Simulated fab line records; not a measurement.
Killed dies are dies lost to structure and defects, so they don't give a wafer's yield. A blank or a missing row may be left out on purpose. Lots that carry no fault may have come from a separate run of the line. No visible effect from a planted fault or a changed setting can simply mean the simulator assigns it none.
fab line records    flow n5Finfet    part 1 of 2: steps 1 to 25 of 31
record lots=5  wafers=15  lastDay=19
route steps=1938 shown SD_ACTIVATION@330 ILD0@335 SDB@347
lots that met no fault: from a run of the same line without faults
startH: the number of hours between the record's first day and the start of the first shown wafer of the lot    waitH: time in hours since the lot's previous step    " repeats the value in the row above    L1.1+2: one row covering several wafers at once    - no value present, or no start provided    * or withheld: withheld    < > ~ a bound
route shown NAME@n: NAME is a module with steps in the file, n the number in the route of the first one    usual: mean/standard deviation taken from wafers without a fault    same: alike in all rows    chamber/n: place in a boat    sites: each site's reading    _std_site: their standard deviation    _edge_site: mean of outer sites minus mean of inner sites    radiusMm: how far each site lies from the wafer's centre    mask NAME#n: copy n    behind: the most recent tool/chamber to have shaped the wafer    hold: reason for holding the lot/hours on hold/outcome of the hold    device: transistor that didn't switch, given as n, p or np    end of line: tests run on the same wafers once the route is complete    a step without rows: its recipe alone    killed: dies lost to structure and defects at the first sort, not the wafer's yield    map: the dies of a wafer, with x for killed, . for not killed, _ for no die there
set.NAME: the run value of the setting; set.NAME@STEP: its run value at that earlier step    model.NAME: the simulator's own value behind a step, which no gauge read
lots at some steps of the route; a table a step, a row a wafer
services: the hour from which a tool's chamber was out of use, counted from the record's first day as startH (under 0 if before that day), plus the number of hours and why
## steps
# step N5_SD_ACTIVATION_RTA_00
# recipe tempC=975  timeS=0  ambient=N2  idleTempC=600  rampUpCPerS=150  rampDownCPerS=60  coolToC=600
# usual lampPowerPct=8.96/0.052  lamp_zone_6_pct=8.873/0.029  wafer_temp_C_max=975.3/2
lot.wafer  tool          chamber  startH  waitH  lampPowerPct  lamp_zone_6_pct  wafer_temp_C_max
L078.3     rtpAnneal-02  0        81.74   0.1    8.91          8.920            975.3
L078.5     "             0        "       "      8.97          8.902            977.4
L078.6     "             0        "       "      8.91          8.851            975.8
L079.2     rtpAnneal-02  0        87.56   0.1    8.92          8.902            976.1
L079.4     "             0        "       "      8.92          8.866            974.6
L079.5     "             0        "       "      9.02          8.864            976.8
L082.1     rtpAnneal-01  0        110.30  0.0    9.01          8.853            975.1
L082.3     "             0        "       "      8.91          8.865            976.8
L082.6     "             0        "       "      9.01          8.883            974.3
L084.1     rtpAnneal-02  0        123.27  0.1    9.02          8.855            972.1
L084.2     "             0        "       "      8.98          8.851            970.2
L084.3     "             0        "       "      9.01          8.825            974.8
L092.2     rtpAnneal-02  0        164.75  0.1    8.93          8.894            971.1
L092.5     "             0        "       "      8.94          8.872            978.7
L092.6     "             0        "       "      8.93          8.886            978.2
# step N5_SD_ACTIVATION_LSA_01
# recipe tempC=1080  timeS=0.0008  ambient=N2
# usual wafer_temp_C_max=1086.9/2.7
lot.wafer  tool            chamber  startH  waitH  wafer_temp_C_max
L078.3     laserAnneal-01  0        81.94   0.2    1089.4
L078.5     "               0        "       "      1088.6
L078.6     "               0        "       "      1091.6
L079.2     laserAnneal-02  0        87.76   0.2    1083.5
L079.4     "               0        "       "      1083.4
L079.5     "               0        "       "      1086.9
L082.1     laserAnneal-01  0        110.50  0.2    1086.5
L082.3     "               0        "       "      1087.7
L082.6     "               0        "       "      1090.8
L084.1     laserAnneal-01  0        123.47  0.2    1089.3
L084.2     "               0        "       "      1089.0
L084.3     "               0        "       "      1090.5
L092.2     laserAnneal-01  0        164.95  0.2    1091.4
L092.5     "               0        "       "      1088.2
L092.6     "               0        "       "      1090.0
# step N5_SD_ACTIVATION_RS_MEAS_03
# recipe thkMeasGauge=four-point-probe
# usual RS_SD_N=21.91/0.29  RS_SD_P=56.3/0.92
lot.wafer  tool          chamber  startH  waitH  RS_SD_N[ohm/sq]  RS_SD_P[ohm/sq]
L078.3     filmMetro-02  -        82.12   0.2    22.31            58.3
L078.5     "             -        "       "      22.22            57.3
L078.6     "             -        "       "      22.11            57.8
L079.2     filmMetro-02  -        87.96   0.2    22.21            54.7
L079.4     "             -        "       "      21.44            55.2
L079.5     "             -        "       "      21.83            55.6
L082.1     filmMetro-01  -        110.71  0.2    21.93            57.1
L082.3     "             -        "       "      21.96            54.9
L082.6     "             -        "       "      22.02            56.8
L084.1     filmMetro-02  -        123.67  0.2    21.67            57.1
L084.2     "             -        "       "      22.06            57.8
L084.3     "             -        "       "      21.70            57.4
L092.2     filmMetro-02  -        165.14  0.2    21.99            56.8
L092.5     "             -        "       "      22.49            56.7
L092.6     "             -        "       "      21.88            57.0
# step N5_SD_ACTIVATION_INSPECT_02
# recipe inspectInstrument=darkfield  mode=postAnneal
# usual rawDefectCount=173/37
lot.wafer  tool              chamber  startH  waitH  rawDefectCount
L078.3     defectInspect-02  -        82.40   0.1    153
L078.5     "                 -        "       "      143
L078.6     "                 -        "       "      148
L079.2     defectInspect-02  -        88.26   0.1    113
L079.4     "                 -        "       "      66
L079.5     "                 -        "       "      116
L082.1     defectInspect-01  -        111.03  0.2    191
L082.3     "                 -        "       "      125
L082.6     "                 -        "       "      117
L084.1     defectInspect-02  -        123.99  0.2    183
L084.2     "                 -        "       "      155
L084.3     "                 -        "       "      212
L092.2     defectInspect-01  -        165.44  0.1    192
L092.5     "                 -        "       "      145
L092.6     "                 -        "       "      191
# step N5_ILD0_LINER_00
# recipe material=SiNx  targetThkA=40  tempC=400  aldPrecursorFamily=SiH2I2  aldCoReactant=N2/H2-plasma  pulseTimeS=1  purgeTimeS=2  coReactantPurgeTimeS=2  aldCycles=80  pressureTorr=2
# usual heaterPowerW=832/49  precursorPulseHeightRel=1.000/0.019
lot.wafer  tool       chamber  startH  waitH  heaterPowerW  precursorPulseHeightRel
L078.3     aldSin-04  1        83.14   0.7    761           0.981
L078.5     "          3        "       "      860           0.982
L078.6     "          0        "       "      810           1.014
L079.2     aldSin-01  2        89.01   0.8    813           1.000
L079.4     "          1        "       "      816           1.026
L079.5     "          3        "       "      893           0.979
L082.1     aldSin-02  1        111.06  0.0    889           0.999
L082.3     "          3        "       "      894           1.030
L082.6     "          0        "       "      772           1.015
L084.1     aldSin-04  0        124.03  0.0    814           0.976
L084.2     "          2        "       "      766           1.007
L084.3     "          3        "       "      885           1.015
L092.2     aldSin-01  2        166.18  0.7    810           1.043
L092.5     "          1        "       "      832           0.991
L092.6     "          2        "       "      807           0.991
# step N5_ILD0_FCVD_FILL_01
# recipe material=SiO2_flowable  targetThkA=2000  tempC=100  pressureTorr=0.8  rfW=2000  timeS=328.3
lot.wafer   tool     chamber  startH  waitH
L078.3+5+6  fcvd-02  0,1,0    83.67   0.3
L079.2+4+5  fcvd-02  1,0,1    89.43   0.2
L082.1+3+6  fcvd-01  1,0,1    111.48  0.2
L084.1+2+3  fcvd-01  1,0,0    124.45  0.2
L092.2+5+6  fcvd-02  1,1,0    166.60  0.2
# step N5_ILD0_CURE_02
# recipe tempC=450  timeS=1800  ambient=steam  idleTempC=400  rampUpCPerMin=5  rampDownCPerMin=3  densificationPH2oTorr=640
# usual densificationPH2oTorr=640.1/1.3
lot.wafer  tool        chamber  startH  waitH  densificationPH2oTorr
L078.3     furnace-03  0        83.95   0.2    639.7
L078.5     "           0        "       "      640.6
L078.6     "           0        "       "      638.4
L079.2     furnace-03  0        89.82   0.3    642.1
L079.4     "           0        "       "      641.3
L079.5     "           0        "       "      640.9
L082.1     furnace-02  0        111.87  0.3    638.7
L082.3     "           0        "       "      640.8
L082.6     "           0        "       "      640.0
L084.1     furnace-03  0        124.84  0.3    639.8
L084.2     "           0        "       "      641.7
L084.3     "           0        "       "      640.4
L092.2     furnace-02  0        166.99  0.3    639.0
L092.5     "           0        "       "      638.8
L092.6     "           0        "       "      637.7
# step N5_ILD0_CMP_03
# recipe stopOn=SiNx  tOverpolishS=1.9  postCmpClean=alkalineBrush  downForcePsi=4.1491  platenRpm=51.796  padVelocityMS=1.0306  targetThkNm=197.38
# usual motorCurrentA=13.2/1.1  overpolishRunS=1.900/0.0084  timeToEndpointS=72/4.9
lot.wafer  tool    chamber  startH  waitH  motorCurrentA  overpolishRunS  timeToEndpointS
L078.3     cmp-02  0        85.54   0.1    12.9           1.892           71
L078.5     "       3        "       "      13.6           1.897           72
L078.6     "       0        "       "      12.9           1.903           73
L079.4     cmp-04  1        91.37   0.0    14.6           1.919           66
L079.2     "       2        "       "      13.8           1.894           69
L079.5     "       2        "       "      13.7           1.893           69
L082.1     cmp-02  2        113.43  0.0    13.5           1.893           75
L082.3     "       1        "       "      12.2           1.893           74
L082.6     "       3        "       "      12.9           1.889           76
L084.2     cmp-02  3        126.40  0.0    13.3           1.896           75
L084.3     "       0        "       "      13.0           1.909           74
L084.1     "       2        "       "      12.9           1.887           78
L092.2     cmp-04  3        168.60  0.1    11.7           1.912           69
L092.6     "       2        "       "      14.3           1.876           64
L092.5     "       3        "       "      11.2           1.893           69
# step N5_ILD0_THK_MEAS_04
# usual thkNm=197.5/1.1
lot.wafer  tool          chamber  startH  waitH  thkNm
L078.3     filmMetro-02  -        85.80   -      198.2
L078.5     "             -        "       "      198.3
L078.6     "             -        "       "      197.6
L079.2     filmMetro-01  -        91.67   -      197.2
L079.4     "             -        "       "      197.6
L079.5     "             -        "       "      197.4
L082.1     filmMetro-01  -        113.72  -      197.2
L082.3     "             -        "       "      198.4
L082.6     "             -        "       "      198.6
L084.1     filmMetro-01  -        126.69  -      197.9
L084.2     "             -        "       "      198.7
L084.3     "             -        "       "      197.8
L092.2     filmMetro-02  -        168.85  -      195.7
L092.5     "             -        "       "      197.5
L092.6     "             -        "       "      195.5
# step N5_ILD0_CMP_07
# recipe stopOn=poly-Si  material=SiO2_flowable  tOverpolishS=1.18  postCmpClean=alkalineBrush  downForcePsi=4.1491  platenRpm=51.796  padVelocityMS=1.0306  targetThkNm=138.88
# usual motorCurrentA=13.0/1.2
lot.wafer  tool    chamber  startH  waitH  motorCurrentA
L078.3     cmp-01  2        85.94   0.1    14.1
L078.5     "       3        "       "      10.4
L078.6     "       0        "       "      13.4
L079.4     cmp-01  3        91.70   0.0    10.4
L079.2     "       1        "       "      13.8
L079.5     "       0        "       "      13.8
L082.1     cmp-02  2        113.88  0.2    13.0
L082.3     "       0        "       "      13.6
L082.6     "       3        "       "      12.8
L084.2     cmp-04  2        126.72  0.0    14.0
L084.1     "       3        "       "      11.8
L084.3     "       1        "       "      14.9
L092.2     cmp-02  3        168.98  0.1    13.7
L092.5     "       2        "       "      13.8
L092.6     "       3        "       "      13.0
# step N5_ILD0_THK_MEAS_08
# usual thkNm=139.1/1.5
lot.wafer  tool          chamber  startH  waitH  thkNm
L078.3     filmMetro-01  -        86.12   -      140.4
L078.5     "             -        "       "      136.0
L078.6     "             -        "       "      141.8
L079.2     filmMetro-02  -        91.99   -      137.9
L079.4     "             -        "       "      135.5
L079.5     "             -        "       "      140.4
L082.1     filmMetro-01  -        114.18  -      139.7
L082.3     "             -        "       "      138.0
L082.6     "             -        "       "      137.8
L084.1     filmMetro-01  -        127.02  -      137.4
L084.2     "             -        "       "      137.6
L084.3     "             -        "       "      137.3
L092.2     filmMetro-01  -        169.24  -      139.3
L092.5     "             -        "       "      140.7
L092.6     "             -        "       "      139.0
# step N5_ILD0_PRECLEAN_10
# recipe chemistry=NF3:NH3  afsCycles=5  timeS=20  tempC=30  sublimationTempC=180  sublimationTimeS=60  pressureTorr=3  rfPowerW=30
lot.wafer   tool             chamber  startH  waitH
L078.3+5+6  remotePlasma-02  1        86.38   0.3
L079.2+4+5  remotePlasma-02  0        92.14   0.1
L082.1+3+6  remotePlasma-02  0        114.21  0.0
L084.1+2+3  remotePlasma-02  0        127.05  0.0
L092.2+5+6  remotePlasma-02  0        169.39  0.1
# step N5_ILD0_ALD_15
# recipe material=SiNx  targetThkA=240  tempC=400  aldPrecursorFamily=SiH2I2  aldCoReactant=N2/H2-plasma  pulseTimeS=1  aldCycles=480  purgeTimeS=2  coReactantPurgeTimeS=2  pressureTorr=2
# usual heaterPowerW=837/53  precursorPulseHeightRel=1.000/0.02
lot.wafer  tool       chamber  startH  waitH  heaterPowerW  precursorPulseHeightRel
L078.3     aldSin-01  3        86.84   0.4    880           1.004
L078.5     "          3        87.92   1.2    886           1.020
L078.6     "          0        "       "      861           1.001
L079.2     aldSin-02  1        92.71   0.5    875           0.988
L079.4     "          2        "       "      771           0.983
L079.5     "          3        93.80   1.2    903           0.961
L082.1     aldSin-04  3        114.89  0.6    841           0.974
L082.3     "          0        "       "      830           0.999
L082.6     "          2        115.98  1.1    759           1.018
L084.1     aldSin-04  2        127.73  0.6    775           1.005
L084.2     "          0        "       "      827           0.994
L084.3     "          3        "       "      866           0.980
L092.2     aldSin-01  3        169.96  0.5    889           1.042
L092.5     "          0        171.04  1.2    862           0.998
L092.6     "          1        "       "      830           0.994
# step N5_ILD0_CMP_12
# recipe stopOn=poly-Si  material=SiNx  tOverpolishS=6  postCmpClean=alkalineBrush  downForcePsi=2.5  platenRpm=51.8  padVelocityMS=1.0307  targetThkNm=17.67
# usual motorCurrentA=9.6/0.96  overpolishRunS=6.000/0.0087  timeToEndpointS=30/3.7
lot.wafer  tool    chamber  startH  waitH  motorCurrentA  overpolishRunS  timeToEndpointS
L078.3     cmp-04  0        89.11   1.2    10.8           6.001           34
L078.6     "       2        "       "      10.4           5.988           28
L078.5     "       3        "       "      9.1            6.001           33
L079.2     cmp-04  3        94.95   1.2    8.2            5.993           33
L079.4     "       0        "       "      10.4           6.016           35
L079.5     "       2        "       "      10.6           5.989           30
L082.1     cmp-01  2        117.26  1.3    9.8            5.997           32
L082.3     "       0        "       "      10.0           6.002           34
L082.6     "       2        "       "      10.2           5.991           33
L084.3     cmp-04  0        129.93  1.1    10.5           5.988           32
L084.1     "       2        "       "      10.0           6.007           29
L084.2     "       3        "       "      8.6            6.005           31
L092.2     cmp-04  2        172.23  1.2    9.9            6.002           29
L092.6     "       0        "       "      10.6           5.993           30
L092.5     "       1        "       "      11.2           6.006           25
# step N5_ILD0_THK_MEAS_13
# usual thkNm=17.9/1.4
lot.wafer  tool          chamber  startH  waitH  thkNm
L078.3     filmMetro-01  -        89.33   -      19.9
L078.5     "             -        "       "      18.3
L078.6     "             -        "       "      17.2
L079.2     filmMetro-01  -        95.21   -      18.6
L079.4     "             -        "       "      17.9
L079.5     "             -        "       "      19.0
L082.1     filmMetro-01  -        117.55  -      20.2
L082.3     "             -        "       "      21.1
L082.6     "             -        "       "      20.5
L084.1     filmMetro-01  -        130.23  -      16.6
L084.2     "             -        "       "      17.3
L084.3     "             -        "       "      17.1
L092.2     filmMetro-01  -        172.45  -      16.4
L092.5     "             -        "       "      16.2
L092.6     "             -        "       "      18.1
# step N5_ILD0_INSPECT_06
# recipe inspectInstrument=darkfield  mode=postCmp
# usual rawDefectCount=33/13
lot.wafer  tool              chamber  startH  waitH  rawDefectCount
L078.3     defectInspect-02  -        89.36   0.0    15
L078.5     "                 -        "       "      34
L078.6     "                 -        "       "      34
L079.2     defectInspect-02  -        95.23   0.0    43
L079.4     "                 -        "       "      34
L079.5     "                 -        "       "      50
L082.1     defectInspect-02  -        117.58  0.0    20
L082.3     "                 -        "       "      29
L082.6     "                 -        "       "      28
L084.1     defectInspect-01  -        130.25  0.0    24
L084.2     "                 -        "       "      17
L084.3     "                 -        "       "      15
L092.2     defectInspect-01  -        172.48  0.0    32
L092.5     "                 -        "       "      26
L092.6     "                 -        "       "      38
# step N5_SDB_HM_DEP_00
# recipe material=SiNx  targetThkA=400  tempC=400  precursor=SiH4/NH3/N2  pressureTorr=1.5  rfW=300  timeS=35.3
# usual heaterPowerW=705/52  showerheadPlenumPTorr=5.09/0.062  throttleValvePct=40.9/2.3
lot.wafer  tool      chamber  startH  waitH  heaterPowerW  showerheadPlenumPTorr  throttleValvePct
L078.3     pecvd-04  0        89.40   0.0    739           4.99                   40.0
L078.5     "         1        "       "      738           5.12                   42.4
L078.6     "         0        "       "      748           4.99                   40.0
L079.2     pecvd-04  0        95.27   0.0    750           4.99                   40.0
L079.4     "         1        "       "      760           5.12                   42.6
L079.5     "         0        "       "      777           5.00                   40.3
L082.1     pecvd-04  2        117.61  0.0    761           5.03                   39.2
L082.3     "         1        "       "      654           5.11                   42.3
L082.6     "         0        "       "      689           5.00                   40.1
L084.1     pecvd-04  1        130.29  0.0    718           5.11                   42.2
L084.2     "         2        "       "      716           5.03                   39.3
L084.3     "         0        "       "      721           4.98                   40.3
L092.2     pecvd-03  0        172.51  0.0    787           5.16                   42.0
L092.5     "         2        "       "      673           5.18                   36.0
L092.6     "         0        "       "      809           5.16                   42.1
# step N5_SDB_COAT_03
# recipe resist=SOC  tempC=250  timeS=60  spinRpm=1500  resistThkNm=100
# usual exhaustPa=45.1/0.96
lot.wafer  tool           chamber  startH  waitH  exhaustPa
L078.3     lithoTrack-04  0        89.48   0.1    45.9
L078.5     "              0        "       "      44.8
L078.6     "              0        "       "      45.8
L079.2     lithoTrack-04  0        95.35   0.1    45.9
L079.4     "              0        "       "      47.0
L079.5     "              0        "       "      45.8
L082.1     lithoTrack-01  0        117.70  0.1    45.1
L082.3     "              0        "       "      44.8
L082.6     "              0        "       "      45.6
L084.1     lithoTrack-05  0        130.37  0.1    46.1
L084.2     "              0        "       "      47.1
L084.3     "              0        "       "      46.3
L092.2     lithoTrack-05  0        172.60  0.1    43.4
L092.5     "              0        "       "      45.8
L092.6     "              0        "       "      45.8
# step N5_SDB_COAT_04
# recipe resist=SiARC  tempC=220  timeS=60  spinRpm=1500  resistThkNm=18
# usual exhaustPa=45.2/0.84
lot.wafer  tool           chamber  startH  waitH  exhaustPa
L078.3     lithoTrack-04  0        -       -      44.2
L078.5     "              0        "       "      45.5
L078.6     "              0        "       "      43.9
L079.2     lithoTrack-04  0        -       -      43.7
L079.4     "              0        "       "      45.2
L079.5     "              0        "       "      44.7
L082.1     lithoTrack-01  0        -       -      45.4
L082.3     "              0        "       "      44.8
L082.6     "              0        "       "      45.5
L084.1     lithoTrack-05  0        -       -      44.7
L084.2     "              0        "       "      45.0
L084.3     "              0        "       "      46.0
L092.2     lithoTrack-05  0        -       -      45.0
L092.5     "              0        "       "      44.4
L092.6     "              0        "       "      45.0
# step N5_SDB_COAT_05
# recipe resist=CAR-ArF  spinRpm=1500  resistThkNm=90
# usual exhaustPa=45.0/0.87
lot.wafer  tool           chamber  startH  waitH  exhaustPa
L078.3     lithoTrack-04  0        -       -      45.7
L078.5     "              0        "       "      44.1
L078.6     "              0        "       "      44.8
L079.2     lithoTrack-04  0        -       -      45.4
L079.4     "              0        "       "      44.4
L079.5     "              0        "       "      46.3
L082.1     lithoTrack-01  0        -       -      44.1
L082.3     "              0        "       "      45.5
L082.6     "              0        "       "      44.7
L084.1     lithoTrack-05  0        -       -      45.0
L084.2     "              0        "       "      43.5
L084.3     "              0        "       "      45.0
L092.2     lithoTrack-05  0        -       -      45.0
L092.5     "              0        "       "      45.9
L092.6     "              0        "       "      44.9
# step N5_SDB_EBR_07
# recipe solvent=PGMEA  ebrWidthMm=1.5
# usual exhaustPa=45.1/0.87
lot.wafer  tool           chamber  startH  waitH  exhaustPa
L078.3     lithoTrack-04  0        -       -      44.9
L078.5     "              0        "       "      45.0
L078.6     "              0        "       "      45.3
L079.2     lithoTrack-04  0        -       -      45.9
L079.4     "              0        "       "      46.0
L079.5     "              0        "       "      45.0
L082.1     lithoTrack-01  0        -       -      44.3
L082.3     "              0        "       "      44.7
L082.6     "              0        "       "      45.0
L084.1     lithoTrack-05  0        -       -      44.6
L084.2     "              0        "       "      45.1
L084.3     "              0        "       "      44.1
L092.2     lithoTrack-05  0        -       -      44.7
L092.5     "              0        "       "      45.7
L092.6     "              0        "       "      46.1
# step N5_SDB_SOFTBAKE_06
# recipe tempC=110  timeS=60  resist=CAR-ArF
# usual exhaustPa=45.1/0.83
lot.wafer  tool           chamber  startH  waitH  exhaustPa
L078.3     lithoTrack-04  0        -       -      44.6
L078.5     "              0        "       "      44.1
L078.6     "              0        "       "      43.4
L079.2     lithoTrack-04  0        -       -      44.7
L079.4     "              0        "       "      45.7
L079.5     "              0        "       "      44.1
L082.1     lithoTrack-01  0        -       -      45.1
L082.3     "              0        "       "      45.6
L082.6     "              0        "       "      44.8
L084.1     lithoTrack-05  0        -       -      45.9
L084.2     "              0        "       "      45.8
L084.3     "              0        "       "      45.5
L092.2     lithoTrack-05  0        -       -      44.7
L092.5     "              0        "       "      45.4
L092.6     "              0        "       "      45.8
# step N5_SDB_EXPOSE_08
# recipe maskId=SDB  na=1.35  sourceShape=conventional  sigmaOuter=0.5  polarization=unpolarized  doseMj=49.6
lot.wafer   tool            chamber  startH  waitH  mask
L078.3+5+6  arfiScanner-01  0        89.73   -      SDB#0
L079.2+4+5  arfiScanner-03  0        95.60   -      SDB#0
L082.1+3+6  arfiScanner-03  0        117.81  -      SDB#0
L084.1+2+3  arfiScanner-01  0        130.49  -      SDB#0
L092.2+5+6  arfiScanner-01  0        172.72  -      SDB#0
# step N5_SDB_PEB_09
# recipe pebTempC=withheld  pebTimeS=60  resist=CAR-ArF
# usual exhaustPa=45.0/0.86
lot.wafer  tool           chamber  startH  waitH  exhaustPa
L078.3     lithoTrack-04  0        89.78   0.0    45.3
L078.5     "              0        "       "      46.2
L078.6     "              0        "       "      46.0
L079.2     lithoTrack-04  0        95.65   0.0    46.0
L079.4     "              0        "       "      44.4
L079.5     "              0        "       "      45.7
L082.1     lithoTrack-04  0        117.87  0.1    45.4
L082.3     "              0        "       "      48.2
L082.6     "              0        "       "      46.3
L084.1     lithoTrack-05  0        130.55  0.1    46.4
L084.2     "              0        "       "      43.8
L084.3     "              0        "       "      43.9
L092.2     lithoTrack-05  0        172.77  0.0    46.5
L092.5     "              0        "       "      44.7
L092.6     "              0        "       "      46.2
# step N5_SDB_DEVELOP_10
# recipe developTimeS=30  developer=TMAH  resist=CAR-ArF  rinseLiquid=diw  dry=airSpin  devTempC=23
# usual exhaustPa=44.8/0.74
lot.wafer  tool           chamber  startH  waitH  exhaustPa
L078.3     lithoTrack-04  0        -       -      45.4
L078.5     "              0        "       "      44.9
L078.6     "              0        "       "      46.0
L079.2     lithoTrack-04  0        -       -      45.1
L079.4     "              0        "       "      44.8
L079.5     "              0        "       "      44.9
L082.1     lithoTrack-04  0        -       -      45.0
L082.3     "              0        "       "      45.1
L082.6     "              0        "       "      44.1
L084.1     lithoTrack-05  0        -       -      46.0
L084.2     "              0        "       "      45.5
L084.3     "              0        "       "      45.6
L092.2     lithoTrack-05  0        -       -      45.4
L092.5     "              0        "       "      44.7
L092.6     "              0        "       "      43.6
